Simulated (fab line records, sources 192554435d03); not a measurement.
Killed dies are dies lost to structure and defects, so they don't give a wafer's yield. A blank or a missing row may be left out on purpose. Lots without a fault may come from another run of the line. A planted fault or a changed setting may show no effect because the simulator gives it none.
Chamber matching | flow n5_finfet | N5_BEOL_M3_ETCH_69 on rie_diel-05: 4 sister chambers
The step etches SiARC in CF4, target depth 15.6 nm, time 26 s. 18 wafers are shown with their chamber, then 9 later ones without.

WAFERS WITH THEIR CHAMBER
wafer  | chamber | drypump_motor_current_A (A) | showerhead_plenum_p_Torr (Torr) | oes_product_au (a.u.)
L075.3 | 2       | 5.8                         | 2.13                            | 0.64
L075.4 | 0       | 5.3                         | 2.13                            | 0.61
L075.6 | 0       | 5.3                         | 2.13                            | 0.62
L078.1 | 1       | 5.1                         | 2.19                            | 0.74
L078.4 | 0       | 5.3                         | 2.13                            | 0.61
L078.5 | 3       | 6.3                         | 2.27                            | 0.81
L084.2 | 3       | 6.3                         | 2.27                            | 0.80
L084.5 | 2       | 5.8                         | 2.13                            | 0.64
L084.6 | 3       | 6.3                         | 2.27                            | 0.79
L083.3 | 1       | 5.1                         | 2.19                            | 0.73
L083.5 | 1       | 5.1                         | 2.19                            | 0.73
L083.6 | 2       | 5.9                         | 2.13                            | 0.63
L087.3 | 3       | 6.3                         | 2.27                            | 0.78
L087.4 | 1       | 5.1                         | 2.18                            | 0.72
L087.5 | 3       | 6.3                         | 2.27                            | 0.79
L089.1 | 1       | 5.1                         | 2.18                            | 0.71
L089.3 | 0       | 5.3                         | 2.12                            | 0.61
L089.5 | 1       | 5.1                         | 2.18                            | 0.72

SIGNATURES (means of the wafers above)
reading                  | chamber 0 | chamber 1 | chamber 2 | chamber 3 | scatter within a chamber
drypump_motor_current_A  | 5.300     | 5.100     | 5.833     | 6.300     | 0.0218
showerhead_plenum_p_Torr | 2.1275    | 2.1850    | 2.1300    | 2.2700    | 0.00401
oes_product_au           | 0.6125    | 0.7250    | 0.6367    | 0.7940    | 0.0093
Rule: a wafer's distance from a chamber is the root of the sum, over the readings, of the square of ((its reading less the chamber's mean) divided by the reading's scatter). The wafer belongs to the nearest chamber; if the next one is less than 2 further off, it can't be placed. The scatter: the root of (the sum of the squares of (reading less its chamber's mean) over the shown wafers, divided by (wafers less chambers)).

WAFERS WITHOUT THEIR CHAMBER
wafer  | drypump_motor_current_A (A) | showerhead_plenum_p_Torr (Torr) | oes_product_au (a.u.)
L093.2 | 5.3                         | 2.12                            | 0.60
L093.3 | 6.3                         | 2.27                            | 0.78
L093.6 | 5.9                         | 2.12                            | 0.62
L095.4 | 6.3                         | 2.27                            | 0.77
L095.5 | 6.3                         | 2.27                            | 0.77
L095.6 | 5.3                         | 2.12                            | 0.60
L097.2 | 5.9                         | 2.12                            | 0.62
L097.3 | 5.1                         | 2.18                            | 0.70
L097.6 | 5.9                         | 2.12                            | 0.62

WHICH CHAMBER EACH WENT THROUGH
wafer  | from the rows above | in truth
L093.2 | 0                   | 0
L093.3 | 3                   | 3
L093.6 | 2                   | 2
L095.4 | 3                   | 3
L095.5 | 3                   | 3
L095.6 | 0                   | 0
L097.2 | 2                   | 2
L097.3 | 1                   | 1
L097.6 | 2                   | 2
Placed correctly: 9 of 9. Can't be placed from these rows: 0. Placed wrongly: 0.
